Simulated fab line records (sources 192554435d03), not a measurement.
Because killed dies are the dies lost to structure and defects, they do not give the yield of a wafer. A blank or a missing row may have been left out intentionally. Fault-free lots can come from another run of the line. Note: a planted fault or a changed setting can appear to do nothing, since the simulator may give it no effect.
Split-lot trial | flow n5Finfet | 21 wafers read across 7 lots, on a route 1938 steps long

## THE SPLIT ITSELF
At N5_BEOL_M1_ETCH_64 (etches SOC in N2/H2, target depth 75 nm, overetch 15 nm, time 112.5 s), the setting sourceW was moved away from the recipe's 840 W on 5 of the 21 wafers read, by -15.3% to +5.7%. For the rest of the wafers, this setting stayed at what the recipe calls for.

The split's own step is where the reading is taken.

## THE READING
rfVppV, in V, at N5_BEOL_M1_ETCH_64 (etches SOC in N2/H2, target depth 75 nm, overetch 15 nm, time 112.5 s). On this fab line, fault-free wafers typically give 523.6 V with a standard deviation of 2.8 V.

wafer  | tool, chamber at the split | sourceW as run, W | against the recipe | rfVppV, V | against lot-mates on the recipe
L074.2 | rieDiel-01, 0              | 840               | recipe             | 525.8     | -
L074.5 | rieDiel-01, 0              | 840               | recipe             | 526.1     | -
L074.6 | rieDiel-01, 1              | 840               | recipe             | 520.8     | -
L075.1 | rieDiel-01, 1              | 711.1             | -15.3%             | 550.4     | +23.8
L075.3 | rieDiel-01, 0              | 840               | recipe             | 526.6     | -
L075.5 | rieDiel-01, 1              | 711.1             | -15.3%             | 549.9     | +23.3
L078.3 | rieDiel-02, 3              | 840               | recipe             | 528.3     | -
L078.5 | rieDiel-02, 3              | 840               | recipe             | 527.5     | -
L078.6 | rieDiel-02, 2              | 840               | recipe             | 521.1     | -
L080.2 | rieDiel-02, 1              | 840               | recipe             | 522.8     | -
L080.4 | rieDiel-02, 0              | 840               | recipe             | 521.7     | -
L080.5 | rieDiel-02, 1              | 840               | recipe             | 523.4     | -
L084.1 | rieDiel-03, 2              | 840               | recipe             | 525.1     | -
L084.2 | rieDiel-03, 0              | 840               | recipe             | 525.2     | -
L084.3 | rieDiel-03, 3              | 840               | recipe             | 523.3     | -
L086.1 | rieDiel-03, 2              | 840               | recipe             | 526.0     | -
L086.2 | rieDiel-03, 3              | 887.9             | +5.7%              | 513.6     | -12.4
L086.4 | rieDiel-03, 0              | 887.9             | +5.7%              | 515.4     | -10.6
L092.1 | rieDiel-02, 0              | 840               | recipe             | 521.4     | -
L092.3 | rieDiel-02, 1              | 772.4             | -8.0%              | 537.0     | +16.8
L092.4 | rieDiel-02, 2              | 840               | recipe             | 519.0     | -

FIT RESULTS
A straight line over all 21 wafers: rfVppV changes by -1.69 V for each +1% of sourceW; r = -0.97; the points scatter about the line by 2.4 V.
The same after taking each lot's own level away (the mean of its wafers on the recipe; 21 wafers): -1.66 V for each +1%; r = -0.97; scatter 2.1 V.
The reading moves by 25 V for the largest change in sourceW, on that fit.
Measured against the standard deviation above, the lots' own levels, which go from 520.20 to 526.60 V, span 2.3 times it.
So the lot-to-lot level changes the slope little: the two slopes agree.
Check: with one of the wafers moved furthest among these (-15.3%) left out of the fit, the line predicts +26.1 V for it against its lot-mates. Against them it came out at +23.8 V.
Tool readings at the split's step, against how far the setting was moved: rfVppV r = -0.97.

## THE OTHER SPLITS THESE WAFERS WENT THROUGH
Before the reading, these wafers also passed through other splits. Each is held against what the fit with the lots' levels taken away leaves over:
other split on the same wafers          | wafers away from the commonest value | r with rfVppV (lot level and that fit taken away)
N5_SD_EPI_N_PEB_07 pebTimeS             | 7                                    | +0.12
N5_SDB_COAT_05 spinRpm                  | 6                                    | -0.03
N5_HKMG_FIN_COAT_06 spinRpm             | 9                                    | +0.13
N5_HKMG_FIN_DEVELOP_11 developTimeS     | 4                                    | +0.10
N5_GATE_CUT_ALD_22 aldCycles            | 4                                    | -0.04
N5_MOL_CONTACT_COAG_EXPOSE_81 doseMj    | 10                                   | +0.17
N5_BEOL_M0_SAQP_COAT_08 spinRpm         | 9                                    | +0.05
N5_BEOL_M0_SAQP_DEVELOP_13 developTimeS | 6                                    | -0.01

## THE FILE'S OWN FIT
rfVppV changes by -1.69 V for each +1% of sourceW, r = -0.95.
